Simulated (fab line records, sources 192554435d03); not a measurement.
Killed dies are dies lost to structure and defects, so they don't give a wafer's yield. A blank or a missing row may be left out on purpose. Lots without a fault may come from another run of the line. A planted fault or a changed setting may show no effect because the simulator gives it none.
Which tool did it? | flow n5_finfet | 24 lots, 72 wafers sampled, at 2 steps of a route of 1938

WHAT THE GAUGES READ, wafer by wafer
N5_FIN_SAQP_CD_MEAS_16: target cd 35.6 nm.
lot  | measured    | on        | cd_nm (nm)
L074 | day 1 21:39 | cd_sem-01 | 35.8 35.7 35.4
L075 | day 2 03:08 | cd_sem-02 | 35.8 35.4 35.5
L076 | day 2 10:07 | cd_sem-02 | 35.6 35.3 34.4
L077 | day 2 15:31 | cd_sem-01 | 34.8 35.0 35.4
L078 | day 2 22:14 | cd_sem-02 | 36.1 36.5 35.7
L079 | day 3 04:05 | cd_sem-02 | 34.8 35.8 35.6
L080 | day 3 09:58 | cd_sem-03 | 35.5 34.7 35.7
L081 | day 3 16:07 | cd_sem-01 | 35.8 35.5 35.5
L082 | day 4 00:09 | cd_sem-02 | 35.8 35.3 35.7
L083 | day 4 04:02 | cd_sem-02 | 35.3 34.9 35.4
L084 | day 4 10:09 | cd_sem-02 | 35.8 34.5 35.0
L085 | day 4 16:08 | cd_sem-01 | 35.9 35.7 36.2
L086 | day 4 21:55 | cd_sem-01 | 34.9 35.4 35.4
L087 | day 5 05:00 | cd_sem-02 | 35.0 34.8 35.0
L088 | day 5 10:31 | cd_sem-01 | 35.5 35.6 35.5
L089 | day 5 16:14 | cd_sem-01 | 35.8 36.3 35.4
L090 | day 5 22:54 | cd_sem-01 | 36.4 36.0 35.5
L091 | day 6 04:38 | cd_sem-03 | 35.7 35.3 34.9
L092 | day 6 10:57 | cd_sem-01 | 36.3 35.4 35.6
L093 | day 6 17:07 | cd_sem-03 | 35.6 35.4 35.6
L094 | day 6 23:49 | cd_sem-02 | 35.4 36.0 35.4
L095 | day 7 05:34 | cd_sem-03 | 35.7 35.2 36.0
L096 | day 7 11:04 | cd_sem-01 | 35.7 35.5 35.6
L097 | day 7 16:04 | cd_sem-02 | 35.3 35.7 35.3

WHICH TOOL RAN EACH LOT (tool, then ch and the chambers of the sampled wafers, then the start)
lot  | N5_PMOS_HMC_CHANNEL_EPI_FIN_RECESS_16
L074 | rie_si-01 ch 1,2, day 1 17:53
L075 | rie_si-02 ch 0,2,3, day 1 23:30
L076 | rie_si-04 ch 1,2,3, day 2 05:33
L077 | rie_si-04 ch 0,2,3, day 2 11:35
L078 | rie_si-02 ch 1,2, day 2 17:39
L079 | rie_si-02 ch 1,3, day 2 23:57
L080 | rie_si-01 ch 0,1, day 3 06:20
L081 | rie_si-04 ch 0,2,3, day 3 12:17
L082 | rie_si-01 ch 0,3, day 3 20:28
L083 | rie_si-02 ch 1,2,3, day 4 00:32
L084 | rie_si-01 ch 0,2,3, day 4 05:54
L085 | rie_si-04 ch 1,2,3, day 4 12:01
L086 | rie_si-01 ch 0,2,3, day 4 18:07
L087 | rie_si-02 ch 1,2,3, day 4 23:48
L088 | rie_si-04 ch 0,2,3, day 5 06:37
L089 | rie_si-02 ch 1,2,3, day 5 11:35
L090 | rie_si-01 ch 2,3, day 5 18:07
L091 | rie_si-02 ch 2,3, day 6 00:07
L092 | rie_si-01 ch 0,1,2, day 6 06:50
L093 | rie_si-02 ch 0,1, day 6 12:34
L094 | rie_si-01 ch 1,3, day 6 19:46
L095 | rie_si-04 ch 0,1,2, day 7 00:31
L096 | rie_si-01 ch 0,2,3, day 7 06:08
L097 | rie_si-04 ch 0,1, day 7 12:32
- N5_PMOS_HMC_CHANNEL_EPI_FIN_RECESS_16: chemistry HBr/Cl2, target Si, target depth 54 nm, time 18 s.

WHAT THE TOOLS THEMSELVES READ (means of the sampled wafers that have a number; where no wafer has one, the mark that the record gives instead)
N5_PMOS_HMC_CHANNEL_EPI_FIN_RECESS_16.
lot  | tool      | drypump_motor_current_A (A) | oes_product_au (a.u.) | throttle_valve_pct (%)
L074 | rie_si-01 | 5.3                         | 1.008                 | 35.3
L075 | rie_si-02 | 5.8                         | 1.001                 | 35.7
L076 | rie_si-04 | 5.5                         | 0.992                 | 35.8
L077 | rie_si-04 | 5.6                         | 0.993                 | 35.4
L078 | rie_si-02 | 6.3                         | 0.986                 | 36.0
L079 | rie_si-02 | 6.4                         | 1.013                 | 35.4
L080 | rie_si-01 | 5.7                         | 1.010                 | 34.9
L081 | rie_si-04 | 5.5                         | 1.002                 | 35.4
L082 | rie_si-01 | 5.9                         | 0.994                 | 34.9
L083 | rie_si-02 | 6.2                         | 0.986                 | 35.7
L084 | rie_si-01 | 5.6                         | 0.989                 | 35.4
L085 | rie_si-04 | 5.5                         | 0.988                 | 35.8
L086 | rie_si-01 | 5.6                         | 1.000                 | 35.4
L087 | rie_si-02 | 6.2                         | 0.991                 | 35.7
L088 | rie_si-04 | 5.5                         | 1.004                 | 35.4
L089 | rie_si-02 | 6.2                         | 0.992                 | 35.7
L090 | rie_si-01 | 5.3                         | 1.007                 | 35.8
L091 | rie_si-02 | 5.9                         | 0.988                 | 35.8
L092 | rie_si-01 | 5.7                         | 1.000                 | 35.2
L093 | rie_si-02 | 6.3                         | 0.994                 | 35.9
L094 | rie_si-01 | 5.1                         | 1.015                 | 35.4
L095 | rie_si-04 | 5.6                         | 0.992                 | 35.7
L096 | rie_si-01 | 5.6                         | 0.995                 | 35.4
L097 | rie_si-04 | 5.9                         | 1.000                 | 35.4

THE ANSWER, worked out from the rows above alone
Rule: what is usual is taken from the lots themselves. Put in order of their means at a reading, lots are off if they are a third of the lots or fewer, leave a main group of 4 or more, and stand apart from it by a gap of 3 or more times the standard deviation of the main group's means; of several such gaps the widest counts. A main group whose means are all the same, to the digits that the tables above print for the reading, isn't used. A lot without any number at a reading at which 4 lots or more have one is off too. The other lots that the step has rows for count as sound. The gauges are gone through in route order, then the tools' own readings, and for those a lot's mean is taken as printed above. The first step at which some lot is off is used, and at that step the reading that is off furthest; a lot without a number counts as furthest.
No lot is off at any reading shown: from this, nothing can be told.

WHAT THE SIMULATOR HAD PUT IN
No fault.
